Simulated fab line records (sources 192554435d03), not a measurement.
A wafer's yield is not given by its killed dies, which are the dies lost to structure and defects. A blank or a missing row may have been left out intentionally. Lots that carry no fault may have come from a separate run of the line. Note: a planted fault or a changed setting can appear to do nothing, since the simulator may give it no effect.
8D (eight disciplines) problem report, filled in by code :: flow n5Finfet :: the parts of the form that need people (team, actions taken, sign-off) are left out

1. WHAT WENT WRONG
At N5_BEOL_M10_CVD_75, runLengthS averages 280.4 s over 3 wafers from 2 lots, while fault-free wafers read 161.9 s, standard deviation 0.65. That is +99 or more standard deviations from the usual mean.
The step: deposits Co from CCTBA/H2, target thk 2 nm, time 138.9 s.
The first sign was on wafer L565.2 at day 11 19:11, on cvdCo-02. The record holds 33 wafers of 11 lots with a number at this step. Rule for "out", or "out of limits": more than 4 standard deviations from the usual mean. Any other wafer with a number is counted as sound.

2. WHAT IT IS AND WHAT IT IS NOT
question: which readings at this step
is: runLengthS
is not: -

question: which lots
is: L565, L566
is not: L561, L563, L564, L567, L569, L577, L578, L579, L580

question: which wafers of those lots
is: L565.2, L565.3, L566.3
is not: L565.6, L566.5, L566.6

question: read on which tools
is: cvdCo-02
is not: cvdCo-01

question: when
is: from day 11 19:11
is not: up to then (10 sound wafers); but 20 sound wafers of L566, L567, L569, L577, L578, L579, L580 came after

3. SUSPECTS, AND WHAT RULES EACH OUT
Counting: any tool at a process step up to the reading remains a suspect provided it ran every lot that is out. Sound lots after the first of them don't rule it out here, since some wafers of a struck lot are sound.
- cvdCo-02 at N5_BEOL_M10_CVD_75 (deposits Co from CCTBA/H2, target thk 2 nm, time 138.9 s): kept. It ran every lot that is out, first L565 (day 11 19:11); its last sound lot up to then is L564 (day 11 00:42). Out on those wafers are its own readings of runLengthS.
After counting, what remains is cvdCo-02 at N5_BEOL_M10_CVD_75.

4. THE CAUSE (what the simulator had put in)
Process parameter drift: cvdCo-02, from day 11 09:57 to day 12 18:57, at N5_BEOL_M10_CVD_75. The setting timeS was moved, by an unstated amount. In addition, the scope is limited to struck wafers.
This tool alone remained once counting was done.

5. THE EFFECT CHAIN, in route order
Rows list readings where the struck wafers' mean (over those with a number) sits beyond 3 standard deviations from the usual. Scope: only readings with a usual standard deviation given in the record; hours: median across lots of the time from each lot's start at the first step in this table that gives one to its start at this step; sigmas: change in usual standard deviations.
hours: 0
step: N5_BEOL_M10_CVD_75
reading: runLengthS
usual: 161.9 s
on struck wafers: 280.4
change: +118.5
sigmas: +99 or more
It contains these process steps:
- N5_BEOL_M10_CVD_75: deposits Co from CCTBA/H2, target thk 2 nm, time 138.9 s.

6. HOW IT WOULD HAVE BEEN CAUGHT EARLIER
First out-of-limits reading in this record: day 11 19:11, which is 9 hours after fault onset at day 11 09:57.
